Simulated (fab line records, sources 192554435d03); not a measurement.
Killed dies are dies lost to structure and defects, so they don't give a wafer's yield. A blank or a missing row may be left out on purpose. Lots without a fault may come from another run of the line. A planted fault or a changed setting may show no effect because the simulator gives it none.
A struck lot beside a sound one | flow n5_finfet | 14 steps out of a route of 1938
Sound: wafers L180.3, L180.4, L180.5. Struck: wafers L188.2, L188.3, L188.6. The cause comes at the end.
At each step with rows: each side's tool, then ch and its chambers, then its first start. Under that, the readings that differ: sound wafers | struck wafers | difference of the means | sigmas: that difference in standard deviations of wafers without a fault.
alike: readings whose means differ by less than 2 such deviations, and words and numbers that are the same on both sides. not compared: withheld readings, readings that some wafer has no value for, bounds like >300 that may hide the same value, and numbers for which the record gives no deviation and whose values overlap.
The two part at a step that has a row with sigmas, a row that says differs or no value, or rows on one side only. Numbers that don't overlap but have no deviation are shown without sigmas and don't part them. A reading that every wafer of one side lacks parts them only if that side has two wafers or more.

first, 4 steps without rows for these wafers: N5_BEOL_M15_EXPOSE_25 (exposes mask M15, target cd 400 nm); N5_BEOL_M15_PEB_26 (peb time 90 s); N5_BEOL_M15_DEVELOP_27 (develop time 45 s); N5_BEOL_M15_HARDBAKE_32 (time 120 s).
N5_BEOL_M15_CD_MEAS_28: target cd 407.6 nm.
  sound on cd_sem-03 ch 0, day 11 11:33; struck on cd_sem-01 ch 0, day 13 21:52
  alike: cd_nm
N5_BEOL_M15_OVL_MEAS_29:
  sound on overlay-02 ch 0, day 11 11:35; struck on overlay-02 ch 0, day 13 21:53
  alike: M15_OVL
N5_BEOL_M15_INSPECT_30: inspects for defects (macro).
  sound on defect_inspect-02, day 11 11:36; struck on defect_inspect-01, day 13 21:55
  alike: raw_defect_count
N5_BEOL_M15_DESCUM_33: chemistry O2, time 7.9 s.
  sound on rie_diel-01 ch 0,1,3, day 11 12:07; struck on rie_diel-01 ch 0,2,3, day 13 22:23
  alike: drypump_motor_current_A, oes_product_au, rf_vpp_V, showerhead_plenum_p_Torr, throttle_valve_pct
  not compared: rf_hours_counter_h
N5_BEOL_M15_ETCH_61: etches BARC in N2/H2, target depth 89 nm, overetch 26.7 nm, time 67.9 s.
  sound on rie_diel-01 ch 0,1,3, day 11 12:09; struck on rie_diel-01 ch 0,2,3, day 13 22:26
  alike: drypump_motor_current_A, oes_product_au, rf_vpp_V, showerhead_plenum_p_Torr, throttle_valve_pct
  not compared: rf_hours_counter_h
N5_BEOL_M15_TRENCH_ETCH_34: etches SiO2 in C4F8/O2/Ar, target depth 872.93 nm, time 199 s.
  sound on rie_diel-01 ch 0,1,3, day 11 12:12; struck on rie_diel-01 ch 0,2,3, day 13 22:29
  alike: drypump_motor_current_A, he_outer_torr, oes_product_au, rf_vpp_V, showerhead_plenum_p_Torr, throttle_valve_pct
  not compared: rf_hours_counter_h
N5_BEOL_M15_STRIP_36: strips in O2.
  sound on rie_diel-03 ch 2,3, day 11 13:29; struck on rie_diel-04 ch 1,3, day 13 23:40
  reading                     | sound       | struck      | difference | sigmas
  drypump_motor_current_A (A) | 4.7 5.4 4.7 | 6.5 5.7 6.5 | +1.3       | +3
  alike: chamber_pressure_mTorr, oes_product_au, rf_vpp_V, showerhead_plenum_p_Torr, throttle_valve_pct
  not compared: rf_hours_counter_h
N5_BEOL_M15_STRIP_62: strips in O2.
  sound on rie_diel-03 ch 2,3, day 11 13:31; struck on rie_diel-04 ch 1,3, day 13 23:43
  no value came back on the struck wafers for any of 7 readings (bias_power_w (W), chamber_pressure_mTorr (mTorr) and others); on the sound wafers bias_power_w (W) reads 0 0 0
  reading                                    | sound | struck         | difference | sigmas
  model.BARC_of_BEOL_M15_COAT_60.thk_nm (nm) | 0 0 0 | 89.2 89.2 89.2 | +89.2      |
  not compared: rf_hours_counter_h
N5_BEOL_M15_STRIP_37: strips in O2.
  sound on rie_diel-03 ch 2,3; struck on rie_diel-04 ch 1,3
  reading                     | sound       | struck      | difference | sigmas
  drypump_motor_current_A (A) | 4.7 5.4 4.7 | 6.4 5.7 6.4 | +1.2       | +3
  rf_vpp_V (V)                | 3.7 5.6 3.4 | 3.1 2.3 3.5 | -1.3       | -2
  alike: chamber_pressure_mTorr, oes_product_au, showerhead_plenum_p_Torr, throttle_valve_pct
  not compared: rf_hours_counter_h
N5_PASSIVATION_PROBE_49:
  the record has rows for the struck wafers here (prober-02, day 14 17:42) and none for the sound ones

WHERE THEY PART
First at N5_BEOL_M15_STRIP_36; last, within this record, at N5_PASSIVATION_PROBE_49.

WHY: what the simulator had put in
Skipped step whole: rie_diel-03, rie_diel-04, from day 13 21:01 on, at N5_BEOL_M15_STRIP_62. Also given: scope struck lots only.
